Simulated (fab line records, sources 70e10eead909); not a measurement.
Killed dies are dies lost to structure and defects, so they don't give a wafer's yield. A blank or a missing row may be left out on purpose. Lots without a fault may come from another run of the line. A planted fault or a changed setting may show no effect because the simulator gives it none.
fab line records | flow nand_harc
record lots=24 wafers=72 last_day=33
route steps=1302 shown P_BONDPAD@365 A_CHANNEL_HOLE_D1@487 A_CHANNEL_FILL_D1@496
lots that met no fault: from a run of the same line without faults
start_h: hours from the record's first day to the start of the lot's first wafer shown | wait_h: hours since the lot's step before | " the same as in the row above | L1.1+2: a row that stands for several wafers | - no value, or no start given | * or withheld: withheld | < > ~ a bound
route shown NAME@n: a module of which the file shows steps, and the number in the route of the first | usual: mean/standard deviation of fault-free wafers | same: alike in all rows | chamber/n: place in a boat | sites: the reading at each site | _std_site: their standard deviation | _edge_site: outer sites' mean less inner sites' | radius_mm: how far each site lies from the wafer's centre | mask NAME#n: copy n | behind: the tool/chamber that last shaped the wafer | hold: why the lot was held/for how many hours/how that ended | device: the transistor (n, p or np) that didn't switch | end of line: the same wafers' tests at the end of the route | a step without rows: its recipe alone | killed: dies lost to structure and defects at the first sort, not the wafer's yield | map: a wafer's dies, x killed, . not, _ none there
set.NAME: the setting as run; set.NAME@STEP: as run at that earlier step | model.NAME: the simulator's own value behind a step, which no gauge read
steps of the route over a sample of lots; a table a step, a row a wafer
services: from which hour (start_h, from the record's first day; less than 0 if before it) a tool's chamber was out of use, for how many hours, and why
## steps
# step NHARC_P_BONDPAD_OVL_MEAS_38
# usual overlay_x_nm=1/5.7 overlay_y_nm=1/6
# columns lot.wafer tool chamber start_h wait_h overlay_x_nm overlay_y_nm
L074.2 overlay-02 - 139.83 - 3 -10
L074.3 " - " " 3 -11
L074.6 " - " " 3 -10
L075.2 overlay-02 - 147.26 - 5 1
L075.3 " - " " 5 1
L075.5 " - " " 5 2
L076.2 overlay-01 - 151.12 - 3 4
L076.4 " - " " 2 4
L076.6 " - " " 3 4
L077.2 overlay-01 - 169.21 - -6 -7
L077.4 " - " " -6 -7
L077.5 " - " " -6 -7
L078.2 overlay-02 - 183.64 - 0 -10
L078.5 " - " " 0 -10
L078.6 " - " " 0 -10
L079.3 overlay-01 - 184.13 - -2 -6
L079.5 " - " " -1 -6
L079.6 " - " " -1 -6
L080.1 overlay-02 - 195.38 - 8 5
L080.2 " - " " 7 5
L080.4 " - " " 8 5
L081.2 overlay-02 - 205.30 - 7 1
L081.3 " - " " 7 2
L081.5 " - " " 8 1
L082.2 overlay-01 - 210.83 - -3 -1
L082.4 " - " " -1 -1
L082.6 " - " " -1 0
L083.1 overlay-02 - 229.95 - -2 -2
L083.2 " - " " -2 -2
L083.6 " - " " -2 -2
L084.4 overlay-01 - 234.76 - 0 0
L084.5 " - " " 0 0
L084.6 " - " " 0 -1
L085.2 overlay-01 - 245.13 - -10 9
L085.5 " - " " -10 9
L085.6 " - " " -9 8
L086.2 overlay-01 - 248.79 - 4 4
L086.5 " - " " 4 5
L086.6 " - " " 5 5
L087.2 overlay-01 - 263.28 - 7 6
L087.5 " - " " 7 5
L087.6 " - " " 7 5
L088.1 overlay-01 - 280.24 - 2 3
L088.4 " - " " 2 3
L088.6 " - " " 1 3
L089.1 overlay-01 - 281.45 - -12 -11
L089.2 " - " " -12 -11
L089.5 " - " " -12 -12
L090.3 overlay-01 - 297.40 - 3 8
L090.4 " - " " 4 8
L090.6 " - " " 3 8
L091.1 overlay-01 - 303.54 - 8 6
L091.3 " - " " 8 7
L091.6 " - " " 8 6
L092.1 overlay-02 - 321.76 - 2 2
L092.4 " - " " 2 2
L092.6 " - " " 2 2
L093.1 overlay-02 - 327.39 - -5 10
L093.2 " - " " -5 10
L093.6 " - " " -6 9
L094.1 overlay-02 - 334.60 - -2 0
L094.2 " - " " -2 0
L094.6 " - " " -2 0
L095.2 overlay-02 - 348.57 - 1 5
L095.4 " - " " 1 5
L095.5 " - " " 1 6
L096.2 overlay-02 - 357.50 - 3 -1
L096.3 " - " " 3 -2
L096.4 " - " " 3 -1
L097.1 overlay-02 - 367.74 - 15 3
L097.3 " - " " 14 4
L097.6 " - " " 14 4
# step NHARC_P_BONDPAD_ETCH_24
# recipe target_depth_a=300 over_etch_frac=0.3 time_s=72.99 ion_energy_ev=150 cf4_flow_sccm=50 n2_flow_sccm=100 ar_flow_sccm=150 rf_w=300 bias_w=100 chemistry=CF4/N2
# usual drypump_motor_current_A=5.9/0.43 oes_product_au=0.997/0.007 rf_vpp_V=314.4/2 showerhead_plenum_p_Torr=2.65/0.11 throttle_valve_pct=19.794/0.0088
# columns lot.wafer tool chamber start_h wait_h drypump_motor_current_A oes_product_au rf_hours_counter_h rf_vpp_V showerhead_plenum_p_Torr throttle_valve_pct
L074.3 rie_diel-02 3 - - 5.9 0.997 5.6 316.3 2.75 19.796
L074.2 " 1 " " 6.1 1.016 5.6 315.7 2.71 19.792
L074.6 " 3 " " 6.0 0.989 - 317.0 2.75 19.792
L075.2 rie_diel-11 1 147.95 0.2 6.2 1.001 1.7 310.6 2.46 19.796
L075.3 " 3 " " 5.1 0.998 1.8 314.4 2.65 19.810
L075.5 " 3 " " 5.1 0.997 - 315.0 2.65 19.786
L076.2 rie_diel-04 0 - - 6.7 1.001 7.6 313.1 2.57 19.790
L076.4 " 1 " " 5.5 0.986 9.9 317.6 2.79 19.816
L076.6 " 2 " " 6.0 1.001 - 311.6 2.46 19.804
L077.4 rie_diel-11 2 - - 5.6 1.002 2.7 317.8 2.82 19.803
L077.2 " 3 " " 5.1 0.992 2.5 314.0 2.65 19.805
L077.5 " 2 " " 5.6 1.001 - 316.9 2.82 19.802
L078.2 rie_diel-11 2 - - 5.6 1.008 3.0 316.9 2.82 19.800
L078.6 " 2 " " 5.6 1.005 - 317.8 2.82 19.795
L078.5 " 3 " " 5.1 1.002 - 315.0 2.65 19.797
L079.3 rie_diel-02 3 - - 6.0 0.996 8.7 317.5 2.75 19.784
L079.5 " 0 " " 6.5 0.989 - 312.2 2.60 19.798
L079.6 " 1 " " 6.0 0.992 - 316.2 2.70 19.807
L080.4 rie_diel-02 1 - - 6.0 1.012 9.1 314.6 2.70 19.800
L080.1 " 2 " " 5.4 1.007 7.5 314.5 2.64 19.810
L080.2 " 3 " " 6.0 0.988 9.0 316.0 2.75 19.791
L081.2 rie_diel-02 3 - - 6.0 0.998 9.4 316.1 2.75 19.797
L081.3 " 1 " " 6.0 1.002 9.8 316.3 2.70 19.798
L081.5 " 3 " " 6.0 0.996 - 317.0 2.75 19.790
L082.2 rie_diel-02 0 - - 6.4 0.997 9.3 313.1 2.60 19.790
L082.4 " 2 " " 5.5 0.989 8.6 314.9 2.64 19.785
L082.6 " 0 " " 6.5 0.997 - 313.0 2.60 19.800
L083.1 rie_diel-04 0 - - 6.6 1.000 1.6 313.3 2.57 19.790
L083.2 " 3 " " 5.6 1.002 1.6 315.1 2.63 19.802
L083.6 " 1 " " 5.5 0.994 - 318.0 2.79 19.801
L084.4 rie_diel-02 0 - - 6.5 1.004 0.9 314.6 2.60 19.793
L084.5 " 3 " " 6.0 0.992 - 315.6 2.75 19.796
L084.6 " 0 " " 6.5 0.994 - 314.3 2.60 19.789
L085.2 rie_diel-11 2 - - 5.6 1.003 4.6 315.9 2.82 19.786
L085.5 " 2 " " 5.6 1.002 - 316.8 2.82 19.795
L085.6 " 3 " " 5.1 0.994 - 314.7 2.65 19.798
L086.2 rie_diel-04 1 - - 5.5 0.987 1.6 316.8 2.79 19.787
L086.6 " 2 " " 6.1 0.987 - 311.9 2.46 19.811
L086.5 " 3 " " 5.6 0.995 - 314.5 2.63 19.798
L087.2 rie_diel-04 3 - - 5.6 0.979 2.5 315.2 2.63 19.775
L087.6 " 1 " " 5.5 0.992 - 316.2 2.79 19.800
L087.5 " 2 " " 6.1 0.995 - 312.0 2.46 19.800
L088.4 rie_diel-04 2 - - 6.0 0.996 2.5 309.7 2.46 19.799
L088.1 " 0 " " 6.6 0.994 3.3 313.9 2.56 19.800
L088.6 " 2 " " 6.0 1.006 - 311.1 2.46 19.797
L089.1 rie_diel-11 1 - - 6.2 0.998 0.4 310.3 2.46 19.785
L089.2 " 2 " " 5.6 0.990 0.6 316.9 2.82 19.800
L089.5 " 1 " " 6.2 0.998 - 309.8 2.46 19.788
L090.4 rie_diel-04 2 - - 6.0 1.002 3.0 310.9 2.46 19.790
L090.3 " 3 " " 5.6 0.983 3.4 313.8 2.63 19.786
L090.6 " 2 " " 6.0 0.998 - 311.8 2.46 19.776
L091.1 rie_diel-02 0 - - 6.5 0.992 4.9 312.4 2.59 19.784
L091.3 " 3 " " 6.0 0.991 5.6 316.3 2.75 19.792
L091.6 " 0 " " 6.5 1.002 - 313.8 2.59 19.794
L092.4 rie_diel-11 2 - - 5.6 1.003 1.4 316.7 2.81 19.801
L092.1 " 3 " " 5.1 0.988 1.5 314.8 2.65 19.804
L092.6 " 2 " " 5.6 0.992 - 316.1 2.81 19.791
L093.1 rie_diel-02 3 - - 6.0 0.987 7.0 316.4 2.75 19.776
L093.2 " 0 " " 6.4 1.008 6.6 314.5 2.59 19.799
L093.6 " 3 " " 6.0 1.003 - 316.6 2.75 19.784
L094.2 rie_diel-02 3 - - 6.0 0.999 7.5 316.5 2.75 19.792
L094.1 " 0 " " 6.4 1.003 7.1 314.4 2.59 19.802
L094.6 " 2 " " 5.5 1.003 - 313.2 2.64 19.785
L095.2 rie_diel-04 0 - - 6.7 0.995 5.8 313.5 2.56 19.792
L095.4 " 3 " " 5.6 0.988 5.6 314.2 2.63 19.807
L095.5 " 1 " " 5.6 0.988 - 317.7 2.79 19.786
L096.4 rie_diel-11 2 - - 5.6 0.996 2.3 318.6 2.81 19.791
L096.3 " 3 " " 5.1 0.996 2.3 313.5 2.65 19.793
L096.2 " 1 " " 6.3 0.998 2.0 311.7 2.45 19.799
L097.1 rie_diel-04 1 - - 5.5 0.990 0.6 316.4 2.79 19.797
L097.3 " 2 " " 6.0 0.998 0.7 312.5 2.46 19.795
L097.6 " 1 " " 5.5 0.996 - 316.1 2.79 19.784
# step NHARC_P_BONDPAD_ANNEAL_28
# recipe temp_c=225 time_s=90
# usual wafer_temp_C_max=225.59/0.18
# columns lot.wafer tool chamber start_h wait_h wafer_temp_C_max
L074.2 rtp_anneal-01 0 141.72 - 225.57
L074.3 " 0 " " 225.65
L074.6 " 0 " " 225.79
L075.2 rtp_anneal-02 0 149.18 0.4 225.50
L075.3 " 0 " " 225.68
L075.5 " 0 " " 225.65
L076.2 rtp_anneal-01 0 153.02 0.3 225.50
L076.4 " 0 " " 225.64
L076.6 " 0 " " 225.62
L077.2 rtp_anneal-02 0 171.10 0.4 225.49
L077.4 " 0 " " 225.31
L077.5 " 0 " " 225.31
L078.2 rtp_anneal-01 0 185.51 0.3 225.62
L078.5 " 0 " " 225.69
L078.6 " 0 " " 225.66
L079.3 rtp_anneal-01 0 186.38 - 225.50
L079.5 " 0 " " 225.85
L079.6 " 0 " " 225.69
L080.1 rtp_anneal-01 0 197.21 0.3 225.51
L080.2 " 0 " " 225.63
L080.4 " 0 " " 225.25
L081.2 rtp_anneal-02 0 207.16 0.3 225.51
L081.3 " 0 " " 225.63
L081.5 " 0 " " 225.73
L082.2 rtp_anneal-01 0 212.68 0.3 225.15
L082.4 " 0 " " 225.45
L082.6 " 0 " " 225.44
L083.1 rtp_anneal-02 0 231.75 0.3 225.47
L083.2 " 0 " " 225.63
L083.6 " 0 " " 225.72
L084.4 rtp_anneal-01 0 236.72 0.3 225.72
L084.5 " 0 " " 225.29
L084.6 " 0 " " 225.72
L085.2 rtp_anneal-01 0 247.00 0.4 225.62
L085.5 " 0 " " 225.45
L085.6 " 0 " " 225.36
L086.2 rtp_anneal-01 0 250.64 - 225.64
L086.5 " 0 " " 225.25
L086.6 " 0 " " 225.57
L087.2 rtp_anneal-01 0 265.17 0.4 225.39
L087.5 " 0 " " 225.59
L087.6 " 0 " " 225.66
L088.1 rtp_anneal-02 0 282.04 0.3 225.73
L088.4 " 0 " " 225.34
L088.6 " 0 " " 225.52
L089.1 rtp_anneal-01 0 283.26 0.3 225.75
L089.2 " 0 " " 225.63
L089.5 " 0 " " 225.66
L090.3 rtp_anneal-01 0 299.30 0.3 225.81
L090.4 " 0 " " 225.83
L090.6 " 0 " " 225.66
L091.1 rtp_anneal-01 0 305.34 0.3 225.64
L091.3 " 0 " " 225.86
L091.6 " 0 " " 225.22
L092.1 rtp_anneal-02 0 323.65 - 225.50
L092.4 " 0 " " 225.60
L092.6 " 0 " " 225.47
L093.1 rtp_anneal-02 0 329.23 - 225.74
L093.2 " 0 " " 225.59
L093.6 " 0 " " 225.76
L094.1 rtp_anneal-01 0 336.45 0.3 225.58
L094.2 " 0 " " 225.81
L094.6 " 0 " " 225.49
L095.2 rtp_anneal-02 0 350.41 0.3 226.01
L095.4 " 0 " " 225.82
L095.5 " 0 " " 225.79
L096.2 rtp_anneal-02 0 359.36 0.4 225.49
L096.3 " 0 " " 225.42
L096.4 " 0 " " 225.40
L097.1 rtp_anneal-02 0 369.54 0.3 225.17
L097.3 " 0 " " 225.92
L097.6 " 0 " " 225.49
# step NHARC_P_BONDPAD_ACTIVATE_29
# recipe time_s=60 n2_flow_sccm=200 ar_flow_sccm=0 bias_power_w=0 chemistry=N2
# usual drypump_motor_current_A=5.9/0.43 oes_product_au=0.998/0.0077 rf_vpp_V=64.2/0.89 showerhead_plenum_p_Torr=1.78/0.075
# columns lot.wafer tool chamber start_h wait_h drypump_motor_current_A oes_product_au rf_hours_counter_h rf_vpp_V showerhead_plenum_p_Torr
L074.2 rie_diel-11 2 142.64 0.1 5.6 1.001 1.8 65.8 1.90
L074.3 " 1 " " 6.2 0.995 1.6 62.1 1.65
L074.6 " 3 " " 5.1 0.998 - 64.0 1.79
L075.2 rie_diel-11 0 150.08 0.1 5.8 1.004 1.4 64.2 1.78
L075.3 " 3 " " 5.1 0.998 1.8 65.5 1.79
L075.5 " 0 " " 5.8 0.992 - 64.6 1.78
L076.2 rie_diel-02 3 153.92 0.1 6.0 1.006 6.7 65.0 1.86
L076.4 " 0 " " 6.5 0.995 5.9 62.7 1.75
L076.6 " 2 " " 5.5 1.004 - 64.4 1.78
L077.2 rie_diel-02 1 171.99 0.1 6.0 1.004 7.6 64.9 1.82
L077.4 " 2 " " 5.5 0.998 6.2 64.3 1.78
L077.5 " 0 " " 6.5 0.990 - 63.9 1.75
L078.2 rie_diel-02 3 186.39 0.1 6.0 1.008 8.8 63.6 1.86
L078.6 " 3 " " 6.0 0.989 - 64.8 1.86
L078.5 " 0 " " 6.5 1.002 - 65.5 1.75
L079.3 rie_diel-02 2 187.25 0.1 5.5 1.002 7.3 62.7 1.78
L079.6 " 0 " " 6.4 1.001 - 63.6 1.75
L079.5 " 1 " " 6.0 1.017 - 63.4 1.82
L080.4 rie_diel-11 1 198.15 0.1 6.3 0.996 3.2 62.8 1.64
L080.2 " 2 " " 5.6 0.994 3.2 64.7 1.90
L080.1 " 3 " " 5.1 0.995 3.0 64.1 1.79
L081.2 rie_diel-11 2 208.06 0.1 5.6 1.014 3.3 64.7 1.90
L081.3 " 0 " " 5.8 0.997 3.1 64.1 1.78
L081.5 " 1 " " 6.2 1.023 - 62.5 1.64
L082.4 rie_diel-11 0 213.57 0.1 5.8 0.983 3.3 66.0 1.78
L082.2 " 1 " " 6.2 1.006 3.5 64.0 1.64
L082.6 " 1 " " 6.2 0.997 - 64.1 1.64
L083.1 rie_diel-04 2 232.69 0.1 6.0 0.994 1.2 64.6 1.65
L083.2 " 3 " " 5.6 0.993 1.7 64.2 1.77
L083.6 " 3 " " 5.6 0.988 - 63.3 1.77
L084.4 rie_diel-04 0 237.51 0.1 6.6 0.998 1.9 64.0 1.72
L084.5 " 3 " " 5.6 0.998 - 64.2 1.77
L084.6 " 0 " " 6.7 0.987 - 63.7 1.72
L085.2 rie_diel-04 1 247.94 0.1 5.5 0.989 1.6 64.4 1.89
L085.5 " 2 " " 6.0 0.996 - 61.8 1.65
L085.6 " 3 " " 5.6 0.986 - 63.6 1.77
L086.2 rie_diel-02 3 251.56 0.1 6.0 0.989 1.9 64.4 1.86
L086.5 " 2 " " 5.5 1.003 - 63.0 1.78
L086.6 " 3 " " 5.9 0.996 - 65.1 1.86
L087.2 rie_diel-02 1 266.12 0.1 6.0 1.006 2.3 63.7 1.82
L087.5 " 2 " " 5.5 0.997 - 64.4 1.78
L087.6 " 3 " " 6.0 0.991 - 64.0 1.86
L088.4 rie_diel-04 2 283.00 0.1 6.0 1.003 2.6 63.7 1.65
L088.1 " 3 " " 5.6 1.006 3.1 64.1 1.77
L088.6 " 3 " " 5.6 0.990 - 64.2 1.77
L089.2 rie_diel-02 1 284.21 0.1 6.0 0.992 3.3 62.9 1.82
L089.1 " 2 " " 5.5 0.981 3.8 64.5 1.78
L089.5 " 3 " " 6.0 0.994 - 63.2 1.86
L090.3 rie_diel-02 1 300.13 0.1 6.0 1.008 4.6 64.3 1.82
L090.4 " 2 " " 5.5 0.999 5.3 64.0 1.78
L090.6 " 1 " " 6.0 1.004 - 64.5 1.82
L091.1 rie_diel-11 3 306.30 0.1 5.1 1.001 0.9 63.3 1.78
L091.3 " 1 " " 6.2 0.997 0.7 63.9 1.64
L091.6 " 3 " " 5.1 1.005 - 63.8 1.78
L092.1 rie_diel-11 3 324.63 0.1 5.1 0.996 1.6 64.0 1.78
L092.4 " 0 " " 5.8 1.004 1.3 66.2 1.78
L092.6 " 3 " " 5.1 1.000 - 64.9 1.79
L093.2 rie_diel-11 0 330.18 0.1 5.8 0.988 1.5 64.3 1.78
L093.1 " 1 " " 6.2 0.989 1.5 65.5 1.64
L093.6 " 0 " " 5.8 0.987 - 63.4 1.78
L094.1 rie_diel-02 0 337.42 0.1 6.5 1.004 7.1 63.4 1.74
L094.2 " 1 " " 6.1 1.004 7.2 65.2 1.82
L094.6 " 0 " " 6.5 1.011 - 64.8 1.74
L095.4 rie_diel-11 0 351.31 0.1 5.8 0.995 1.7 63.0 1.78
L095.2 " 2 " " 5.6 0.999 2.0 64.1 1.90
L095.5 " 0 " " 5.8 0.997 - 64.9 1.78
L096.4 rie_diel-11 3 360.25 0.1 5.1 0.995 2.3 63.5 1.78
L096.2 " 0 " " 5.8 1.003 2.1 64.9 1.78
L096.3 " 1 " " 6.2 0.987 2.0 63.8 1.64
L097.3 rie_diel-02 0 370.50 0.1 6.5 0.997 8.9 62.9 1.74
L097.1 " 1 " " 6.0 0.989 8.6 64.1 1.82
L097.6 " 3 " " 6.0 0.994 - 63.5 1.85
# step NHARC_A_CHANNEL_HOLE_D1_CD_MEAS_30
# usual cd_nm=89.9/0.74
# columns lot.wafer tool chamber start_h wait_h cd_nm
L074.2 cd_sem-01 - 192.70 - 89.5
L074.3 " - " " 89.3
L074.6 " - " " 90.5
L075.2 cd_sem-03 - 202.13 - 89.2
L075.3 " - " " 88.8
L075.5 " - " " 91.4
L076.2 cd_sem-02 - 204.24 - 88.8
L076.4 " - " " 90.2
L076.6 " - " " 89.5
L077.2 cd_sem-02 - 218.90 - 90.7
L077.4 " - " " 89.9
L077.5 " - " " 90.1
L079.3 cd_sem-01 - 238.31 - 90.3
L079.5 " - " " 89.8
L079.6 " - " " 90.5
L078.2 cd_sem-01 - 238.53 - 88.6
L078.5 " - " " 90.7
L078.6 " - " " 89.8
L080.1 cd_sem-01 - 248.80 - 89.7
L080.2 " - " " 88.8
L080.4 " - " " 89.7
L081.2 cd_sem-02 - 255.15 - 91.1
L081.3 " - " " 90.1
L081.5 " - " " 90.3
L082.2 cd_sem-02 - 269.84 - 90.3
L082.4 " - " " 90.1
L082.6 " - " " 90.0
L083.1 cd_sem-01 - 278.75 - 88.9
L083.2 " - " " 90.2
L083.6 " - " " 89.1
L084.4 cd_sem-01 - 288.16 - 89.2
L084.5 " - " " 88.9
L084.6 " - " " 89.1
L086.2 cd_sem-01 - 296.41 - 90.2
L086.5 " - " " 90.2
L086.6 " - " " 90.5
L085.2 cd_sem-01 - 299.42 - 90.6
L085.5 " - " " 90.3
L085.6 " - " " 92.3
L087.2 cd_sem-01 - 318.60 - 90.9
L087.5 " - " " 90.4
L087.6 " - " " 89.9
L088.1 cd_sem-03 - 332.92 - 89.5
L088.4 " - " " 90.4
L088.6 " - " " 91.0
L089.1 cd_sem-02 - 334.16 - 90.1
L089.2 " - " " 89.5
L089.5 " - " " 90.1
L090.3 cd_sem-01 - 350.09 - 89.9
L090.4 " - " " 91.4
L090.6 " - " " 90.4
L091.1 cd_sem-03 - 359.15 - 89.4
L091.3 " - " " 89.6
L091.6 " - " " 90.4
L093.1 cd_sem-03 - 376.96 - 90.1
L093.2 " - " " 89.4
L093.6 " - " " 90.2
L092.1 cd_sem-01 - 377.60 - 88.7
L092.4 " - " " 89.2
L092.6 " - " " 89.4
L094.1 cd_sem-03 - 391.80 - 89.7
L094.2 " - " " 90.0
L094.6 " - " " 90.2
L095.2 cd_sem-03 - 403.92 - 90.5
L095.4 " - " " 91.3
L095.5 " - " " 91.2
L096.2 cd_sem-03 - 412.63 - 90.2
L096.3 " - " " 90.1
L096.4 " - " " 88.7
L097.1 cd_sem-03 - 417.97 - 90.0
L097.3 " - " " 90.2
L097.6 " - " " 90.4
# step NHARC_A_CHANNEL_FILL_D1_ALD_16
# recipe target_thk_a=15 pulse_time_s=10 ald_cycles=15 temp_c=300 material=SiO2
# usual heater_power_w=465/51 precursor_pulse_height_rel=1.004/0.021
# columns lot.wafer tool chamber start_h wait_h heater_power_w precursor_pulse_height_rel
L074.3 ald_hk-02 2 205.71 0.0 530 0.998
L074.2 " 3 " " 561 1.039
L074.6 " 2 " " 531 1.007
L075.2 ald_hk-04 2 214.79 0.0 396 1.003
L075.3 " 1 " " 413 1.025
L075.5 " 2 " " 394 0.986
L076.4 ald_hk-03 0 214.84 0.1 456 0.986
L076.2 " 1 " " 441 0.987
L076.6 " 2 " " 432 0.996
L077.4 ald_hk-02 2 231.48 0.0 534 0.988
L077.2 " 3 " " 542 1.011
L077.5 " 3 " " 574 1.033
L079.3 ald_hk-04 0 251.24 0.4 453 0.992
L079.5 " 3 " " 551 0.998
L079.6 " 0 " " 444 0.983
L078.2 ald_hk-04 2 251.46 0.6 399 1.016
L078.6 " 3 " " 544 0.986
L078.5 " 0 " " 443 0.972
L080.4 ald_hk-03 2 264.04 0.5 457 1.007
L080.2 " 3 " " 471 0.995
L080.1 " 0 " " 432 0.972
L081.3 ald_hk-03 0 269.21 0.0 435 0.982
L081.2 " 1 " " 436 1.038
L081.5 " 1 " " 447 0.985
L082.2 ald_hk-02 3 284.14 0.1 561 0.989
L082.4 " 0 " " 467 0.998
L082.6 " 2 " " 530 1.024
L083.1 ald_hk-04 2 291.52 0.1 382 1.013
L083.2 " 3 " " 504 1.019
L083.6 " 1 " " 410 1.002
L084.4 ald_hk-04 2 300.76 0.1 400 1.011
L084.6 " 1 " " 416 0.973
L084.5 " 2 " " 403 0.984
L086.2 ald_hk-04 3 309.11 0.1 497 0.997
L086.5 " 1 " " 421 0.982
L086.6 " 2 " " 402 1.027
L085.2 ald_hk-02 2 312.17 0.1 539 1.009
L085.5 " 3 " " 561 0.996
L085.6 " 0 " " 470 1.025
L087.2 ald_hk-02 2 331.66 0.1 531 1.024
L087.5 " 1 " " 459 1.033
L087.6 " 2 " " 542 0.998
L088.1 ald_hk-03 0 345.48 0.0 438 1.006
L088.4 " 1 " " 447 0.967
L088.6 " 1 " " 436 0.985
L089.2 ald_hk-04 2 345.49 0.0 407 1.022
L089.1 " 1 " " 408 0.979
L089.5 " 2 " " 409 0.988
L090.3 ald_hk-02 0 363.08 0.1 495 1.021
L090.4 " 1 " " 489 0.990
L090.6 " 3 " " 547 0.999
L091.1 ald_hk-03 0 371.71 0.0 441 1.044
L091.3 " 1 " " 425 1.003
L091.6 " 1 " " 437 0.971
L092.1 ald_hk-03 3 389.98 0.0 471 1.004
L092.4 " 1 " " 441 1.015
L092.6 " 0 " " 436 1.032
L093.2 ald_hk-04 1 390.01 0.1 414 1.043
L093.1 " 3 " " 504 0.994
L093.6 " 1 " " 428 1.019
L094.2 ald_hk-02 0 404.77 0.5 513 1.000
L094.1 " 2 " " 476 0.994
L094.6 " 0 " " 503 0.972
L095.2 ald_hk-04 0 417.78 1.3 416 1.008
L095.4 " 1 " " 418 1.004
L095.5 " 3 " " 502 1.010
L096.4 ald_hk-02 1 425.14 0.0 487 1.015
L096.3 " 3 " " 564 0.969
L096.2 " 0 " " 501 1.013
L097.3 ald_hk-04 1 430.51 0.1 426 1.049
L097.1 " 3 " " 491 0.953
L097.6 " 0 " " 402 1.057
## services
# columns tool chamber start_h hours kind
rie_diel-11 2 145.69 7.1 repair
rie_diel-11 3 154.13 13.7 repair
rie_diel-11 1 154.80 6.8 repair
ald_hk-02 - 172.85 10.0 pm
rie_diel-04 - 177.90 9.0 pm
ald_hk-03 - 186.23 1.2 repair
rie_diel-04 - 202.13 0.5 repair
rie_diel-02 - 216.70 9.0 pm
ald_hk-03 - 216.73 10.0 pm
ald_hk-04 - 254.00 10.0 pm
rie_diel-11 - 255.50 9.0 pm
rie_diel-02 1 259.88 3.7 repair
ald_hk-03 - 272.03 56.7 repair
rie_diel-04 2 320.19 3.4 repair
ald_hk-02 - 350.85 10.0 pm
rie_diel-04 - 354.90 9.0 pm
rtp_anneal-01 - 372.00 12.0 pm
rie_diel-11 1 380.61 3.4 repair
rie_diel-02 - 393.70 9.0 pm
rie_diel-11 0 405.08 3.4 repair
rie_diel-04 - 415.65 0.7 repair
rie_diel-04 2 417.26 7.4 repair
rie_diel-02 - 419.02 0.9 repair
ald_hk-02 - 427.05 0.3 repair
## key
fault none
